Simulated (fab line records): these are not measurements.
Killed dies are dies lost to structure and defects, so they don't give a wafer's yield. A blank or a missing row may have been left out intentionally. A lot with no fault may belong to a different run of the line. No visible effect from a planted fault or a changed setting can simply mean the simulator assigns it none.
Chamber matching || flow nandHarc || NHARC_A_CONTACT_ETCH_106 on rieDiel-13: 4 sister chambers
The step etches the open film in CF4/O2, target depth 90 nm, overetch 9 nm, time 49.5 s. 4 wafers are shown with their chamber, then 8 later ones without.

== EACH WAFER AND ITS CHAMBER ==
{"wafer": "L087.6", "chamber": 0, "drypumpMotorCurrentA (A)": 5.30}
{"wafer": "L090.5", "chamber": 3, "drypumpMotorCurrentA (A)": 5.71}
{"wafer": "L090.6", "chamber": 2, "drypumpMotorCurrentA (A)": 5.61}
{"wafer": "L093.1", "chamber": 1, "drypumpMotorCurrentA (A)": 5.54}

== WAFERS WITH NO CHAMBER GIVEN ==
{"wafer": "L093.4", "drypumpMotorCurrentA (A)": 5.68}
{"wafer": "L093.6", "drypumpMotorCurrentA (A)": 5.66}
{"wafer": "L094.1", "drypumpMotorCurrentA (A)": 5.31}
{"wafer": "L094.4", "drypumpMotorCurrentA (A)": 5.62}
{"wafer": "L094.5", "drypumpMotorCurrentA (A)": 5.62}
{"wafer": "L097.1", "drypumpMotorCurrentA (A)": 5.70}
{"wafer": "L097.2", "drypumpMotorCurrentA (A)": 5.28}
{"wafer": "L097.5", "drypumpMotorCurrentA (A)": 5.54}

== WHICH CHAMBER EACH ONE RAN IN ==
{"wafer": "L093.4", "from the rows above": "can't be placed: 3 or 2", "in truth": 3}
{"wafer": "L093.6", "from the rows above": "can't be placed: 2 or 3", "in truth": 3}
{"wafer": "L094.1", "from the rows above": 0, "in truth": 0}
{"wafer": "L094.4", "from the rows above": 2, "in truth": 2}
{"wafer": "L094.5", "from the rows above": 2, "in truth": 2}
{"wafer": "L097.1", "from the rows above": 3, "in truth": 3}
{"wafer": "L097.2", "from the rows above": 0, "in truth": 0}
{"wafer": "L097.5", "from the rows above": 1, "in truth": 1}
Placed correctly: 6 of 8. From these rows, 2 cannot be placed; in 2 the true chamber is one of the candidates. 0 placed wrongly.
How it was worked out, from the rows above alone: a wafer's distance from a chamber is the root of the sum, over the readings, of the square of ((its reading less the chamber's mean) divided by the reading's scatter). The wafer belongs to the nearest chamber; if the next one is less than 2 further off, it can't be placed. A chamber's mean is the mean of its shown wafers. The scatter: with one shown wafer a chamber, the root of the mean of the squares of how far each hidden wafer lies from its nearest shown one.
